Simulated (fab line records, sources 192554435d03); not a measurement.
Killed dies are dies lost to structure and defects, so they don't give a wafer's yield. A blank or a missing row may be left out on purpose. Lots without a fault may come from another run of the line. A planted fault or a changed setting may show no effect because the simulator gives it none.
Chamber matching | flow n5_finfet | N5_HKMG_FIN_PWFM_ALD_03 on ald_metal-01: 4 sister chambers
The step deposits TiN, target thk 2 nm, pulse time 1 s, purge time 3 s. 8 wafers are shown with their chamber, then 8 later ones without.

WAFERS WITH THEIR CHAMBER
wafer  | chamber | heater_power_w (W) | precursor_pulse_height_rel
L076.6 | 2       | 795                | 0.998
L080.1 | 0       | 816                | 1.022
L080.2 | 1       | 1126               | 1.007
L080.6 | 2       | 821                | 0.992
L090.2 | 3       | 849                | 1.002
L090.5 | 1       | 1099               | 1.037
L090.6 | 0       | 798                | 1.013
L095.4 | 3       | 814                | 1.014

WAFERS WITHOUT THEIR CHAMBER
wafer  | heater_power_w (W) | precursor_pulse_height_rel
L095.5 | 1109               | 1.009
L095.6 | 822                | 0.974
L096.2 | 825                | 1.013
L096.3 | 794                | 0.991
L096.6 | 1092               | 0.984
L097.1 | 1118               | 1.010
L097.3 | 823                | 0.983
L097.4 | 833                | 1.030

WHICH CHAMBER EACH WENT THROUGH
wafer  | from the rows above          | in truth
L095.5 | 1                            | 1
L095.6 | can't be placed: 2 or 3 or 0 | 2
L096.2 | can't be placed: 3 or 0 or 2 | 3
L096.3 | can't be placed: 2 or 0 or 3 | 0
L096.6 | 1                            | 1
L097.1 | 1                            | 1
L097.3 | can't be placed: 2 or 3 or 0 | 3
L097.4 | can't be placed: 0 or 3 or 2 | 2
Placed correctly: 3 of 8. Can't be placed from these rows: 5 (the true chamber is among the candidates in 5). Placed wrongly: 0.
How it was worked out, from the rows above alone: a wafer's distance from a chamber is the root of the sum, over the readings, of the square of ((its reading less the chamber's mean) divided by the reading's scatter). The wafer belongs to the nearest chamber; if the next one is less than 2 further off, it can't be placed. A chamber's mean is the mean of its shown wafers. The scatter: the root of (the sum of the squares of (reading less its chamber's mean) over the shown wafers, divided by (wafers less chambers)).
